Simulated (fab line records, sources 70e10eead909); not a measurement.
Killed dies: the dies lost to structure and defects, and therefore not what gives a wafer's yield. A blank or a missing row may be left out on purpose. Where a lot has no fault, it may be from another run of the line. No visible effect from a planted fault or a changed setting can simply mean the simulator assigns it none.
The tool behind it: which one? ; flow nand-harc ; 12 lots, 36 wafers sampled, at 5 steps of a route of 1159

## WHAT THE GAUGES SHOWED, per wafer
NHARC_A_CONTACT_CD_MEAS_69 targets a cd of 200 nm. Usual: 200.1 nm for cd-nm, sd 0.73.
lot;measured;on;cd-nm (nm);flag
L475;day 16 20:31;cd-sem-03;199.6 201.4 200.4;
L478;day 17 06:39;cd-sem-01;199.4 198.1 198.6;
L479;day 17 14:47;cd-sem-01;199.6 199.9 201.0;
L480;day 17 19:32;cd-sem-01;199.4 199.4 199.2;
L489;day 19 15:45;cd-sem-01;199.9 199.5 198.9;
L488;day 19 16:15;cd-sem-01;199.2 199.9 199.6;
L490;day 21 05:02;cd-sem-02;200.0 200.9 200.3;
L491;day 21 11:05;cd-sem-02;201.2 200.5 201.0;
L494;day 21 17:58;cd-sem-03;200.7 200.6 200.2;
L495;day 21 20:56;cd-sem-03;200.6 201.0 200.2;
L496;day 22 05:35;cd-sem-01;199.7 198.6 199.1;
L498;day 22 15:15;cd-sem-03;200.6 200.8 200.9;

NHARC_END_SORT_01. Usual: killed-at-array 28, standard deviation 11; killed-at-other 0.8, standard deviation 1.1; killed-at-periphery 3.3, standard deviation 2.8; killed-dies 32, standard deviation 11; killed-open 3.3, standard deviation 1.9; killed-short 1.9, standard deviation 1.4.
lot;measured;on;killed-at-array;killed-at-other;killed-at-periphery;killed-dies;killed-open;killed-short;flag
L478;day 20 02:50;prober-01;667 667 665;0 1 0;10 9 12;677 677 677;1 3 1;2 0 3;OFF
L479;day 20 12:46;prober-01;676 674 674;0 0 0;1 3 3;677 677 677;3 2 4;3 2 1;OFF
L489;day 22 03:38;prober-02;36;5;6;47;2;0;OFF
L488;day 22 14:04;prober-01;37 36;0 0;2 6;39 42;2 2;5 3;
L490;day 24 01:09;prober-02;46 49 48;1 0 1;4 0 0;51 49 49;4 1 1;3 1 2;
L491;day 24 01:06;prober-01;18 9 14;0 0 0;1 3 1;19 12 15;1 4 1;2 1 1;
L494;day 24 17:31;prober-02;13 14 10;0 2 2;0 2 2;13 18 14;2 6 1;2 1 1;
L495;day 25 01:14;prober-02;27 35;0 0;1 2;28 37;2 5;4 1;
L496;day 25 02:11;prober-01;32 28;0 1;4 7;36 36;1 3;2 3;

## TOOL THAT RAN EACH LOT (tool first, then ch and the chambers of the sampled wafers, then the start)
lot;NHARC_A_CONTACT_ETCH_75;NHARC_A_CONTACT_ETCH_126;NHARC_A_CONTACT_ETCH_91
L475;rie-diel-04 ch 0,2,3, day 16 20:47;har-cap-etch-01 ch 0,1, day 16 22:10;rie-diel-04 ch 0,3, day 16 23:43
L478;rie-diel-04 ch 1,2,3, day 17 06:56;har-cap-etch-01 ch 0,1, day 17 08:23;rie-diel-04 ch 1,2, day 17 09:55
L479;rie-diel-04 ch 0,1,2, day 17 15:04;har-cap-etch-03 ch 0,1, day 17 16:28;rie-diel-07 ch 0,1,2, day 17 18:01
L480;rie-diel-02 ch 1,2,3, day 17 19:49;har-cap-etch-01 ch 0, day 17 21:13;rie-diel-02 ch 0,3, day 17 22:44
L489;rie-diel-02 ch 0,2, day 19 16:01;har-cap-etch-03 ch 0,1, day 19 17:27;rie-diel-04 ch 1,2, day 19 18:59
L488;rie-diel-04 ch 1,3, day 19 16:33;har-cap-etch-02 ch 0,1, day 19 18:09;rie-diel-02 ch 0,1,3, day 19 19:43
L490;rie-diel-07 ch 0,1,3, day 21 05:19;har-cap-etch-03 ch 0,1, day 21 06:48;rie-diel-07 ch 0,1,2, day 21 08:33
L491;rie-diel-07 ch 1,3, day 21 11:22;har-cap-etch-03 ch 0, day 21 12:46;rie-diel-04 ch 1,2, day 21 14:18
L494;rie-diel-02 ch 0,1,2, day 21 18:14;har-cap-etch-02 ch 0,1, day 21 19:37;rie-diel-07 ch 0,1,3, day 21 21:11
L495;rie-diel-07 ch 0,1,3, day 21 21:16;har-cap-etch-03 ch 0,1, day 21 22:40;rie-diel-07 ch 0,3, day 22 00:13
L496;rie-diel-07 ch 0,2,3, day 22 05:55;har-cap-etch-01 ch 0,1, day 22 07:20;rie-diel-07 ch 0,1,3, day 22 08:53
L498;rie-diel-07 ch 0,2,3, day 22 15:32;har-cap-etch-03 ch 0,1, day 22 16:57;rie-diel-07 ch 0,2,3, day 22 18:28
- NHARC_A_CONTACT_ETCH_75: etches the open film in CF4, target depth 39 nm, time 65 s.
- NHARC_A_CONTACT_ETCH_126: etches the open film in C4F8/O2/Ar, time 155 s, target depth 956 nm.
- NHARC_A_CONTACT_ETCH_91: etches the open film in CH3F/O2, target depth 40 nm, time 85.7 s.

## AS READ BY THE TOOLS THEMSELVES (means over the sampled wafers that have a number; for cases with no such wafer, the mark the record gives instead)
NHARC_A_CONTACT_ETCH_75. Usual: value, then standard deviation, for each; bias-w 100.0 W / 0.31; cf4-flow-sccm 149.9 sccm / 0.44; drypump-motor-current-A 5.8 A / 0.49; oes-product-au 0.997 a.u. / 0.01; rf-vpp-V 151.0 V / 0.94; showerhead-plenum-p-Torr 1.76 Torr / 0.057; throttle-valve-pct 13.285 % / 0.0092.
lot;tool;bias-w (W);cf4-flow-sccm (sccm);drypump-motor-current-A (A);oes-product-au (a.u.);rf-vpp-V (V);showerhead-plenum-p-Torr (Torr);throttle-valve-pct (%);flag
L475;rie-diel-04;100.1;149.5;5.7;1.006;151.5;1.74;13.285;
L478;rie-diel-04;100.1;150.1;6.0;0.996;152.7;1.79;13.285;
L479;rie-diel-04;99.7;149.4;5.4;1.000;150.5;1.73;13.284;
L480;rie-diel-02;100.1;149.6;5.8;1.001;150.0;1.75;13.290;
L489;rie-diel-02;100.2;150.4;5.9;0.995;150.9;1.74;13.273;
L488;rie-diel-04;99.6;149.9;6.3;0.991;151.8;1.82;13.286;
L490;rie-diel-07;99.8;149.7;5.8;1.001;151.6;1.81;13.286;
L491;rie-diel-07;100.0;150.2;6.0;0.996;151.7;1.82;13.289;
L494;rie-diel-02;99.6;150.1;6.0;1.002;151.0;1.73;13.275;
L495;rie-diel-07;99.9;150.0;5.8;0.996;151.4;1.81;13.284;
L496;rie-diel-07;99.8;150.0;5.9;1.000;151.4;1.80;13.280;
L498;rie-diel-07;100.0;149.7;5.9;1.000;151.2;1.80;13.280;

NHARC_A_CONTACT_ETCH_126. Usual: chamber-pressure-mTorr 19.998 mTorr, standard deviation 0.026; oes-air-line-au 0.998 a.u., standard deviation 0.023.
lot;tool;chamber-pressure-mTorr (mTorr);oes-air-line-au (a.u.);flag
L475;har-cap-etch-01;19.988;0.983;
L478;har-cap-etch-01;-;-;OFF
L479;har-cap-etch-03;-;-;OFF
L480;har-cap-etch-01;19.999;1.017;
L489;har-cap-etch-03;19.982;0.987;
L488;har-cap-etch-02;20.011;1.019;
L490;har-cap-etch-03;19.998;1.024;
L491;har-cap-etch-03;19.930;0.961;
L494;har-cap-etch-02;19.993;1.005;
L495;har-cap-etch-03;20.009;0.962;
L496;har-cap-etch-01;20.007;1.033;
L498;har-cap-etch-03;20.009;0.994;

NHARC_A_CONTACT_ETCH_91. Usual: value, then standard deviation, for each; bias-w 99.96 W / 0.27; ch3f-flow-sccm 49.98 sccm / 0.15; drypump-motor-current-A 5.8 A / 0.46; oes-product-au 0.930 a.u. / 0.023; rf-vpp-V 244.3 V / 1.4; showerhead-plenum-p-Torr 2.45 Torr / 0.083; throttle-valve-pct 20.665 % / 0.0089.
lot;tool;bias-w (W);ch3f-flow-sccm (sccm);drypump-motor-current-A (A);oes-product-au (a.u.);rf-vpp-V (V);showerhead-plenum-p-Torr (Torr);throttle-valve-pct (%);flag
L475;rie-diel-04;100.04;49.96;5.4;0.926;243.7;2.40;20.669;
L478;rie-diel-04;99.81;49.92;5.7;0.917;244.4;2.47;20.662;
L479;rie-diel-07;100.02;50.04;5.7;0.937;245.1;2.49;20.659;
L480;rie-diel-02;99.59;49.95;5.5;0.915;244.2;2.39;20.667;
L489;rie-diel-04;99.77;49.82;5.7;0.915;244.0;2.42;20.656;
L488;rie-diel-02;100.24;49.96;5.8;0.995;243.6;2.38;20.673;
L490;rie-diel-07;100.06;49.95;5.7;0.933;244.7;2.48;20.657;
L491;rie-diel-04;99.87;49.95;5.7;0.912;244.9;2.46;20.660;
L494;rie-diel-07;99.88;49.92;5.8;0.931;244.5;2.52;20.660;
L495;rie-diel-07;99.78;50.12;6.0;0.922;245.4;2.54;20.676;
L496;rie-diel-07;100.07;50.06;5.8;0.926;245.7;2.51;20.659;
L498;rie-diel-07;99.90;49.97;5.9;0.932;245.0;2.50;20.666;

## THE ANSWER, worked out from the rows above alone
Rule: take the mean of a lot's wafers that have a number; if it is more than 3 standard deviations from the usual mean, the lot is off. A lot without any number at a reading at which 4 lots or more have one is off too. Any other lot the step has rows for is counted as sound. The gauges are gone through in route order, then the tools' own readings, and for those a lot's mean is taken as printed above. At the first step where some lot is off, the reading lying furthest off is the one used; lots without a number count as furthest.
Off, at NHARC_END_SORT_01 on killed-at-array: L478, L479. Neither off nor sound, because the step has no rows for them: L475, L480, L498.
If a tool, at a process step before that reading, ran all the lots that are off and no sound lot after the first of them, it fits. The gauges at NHARC_END_SORT_01 aren't tried: what is off there is off at NHARC_A_CONTACT_ETCH_126 too, on other tools, and a gauge's error can't cause that. Not one of the candidates tried fits.

## WHAT THE SIMULATOR HAD PUT IN
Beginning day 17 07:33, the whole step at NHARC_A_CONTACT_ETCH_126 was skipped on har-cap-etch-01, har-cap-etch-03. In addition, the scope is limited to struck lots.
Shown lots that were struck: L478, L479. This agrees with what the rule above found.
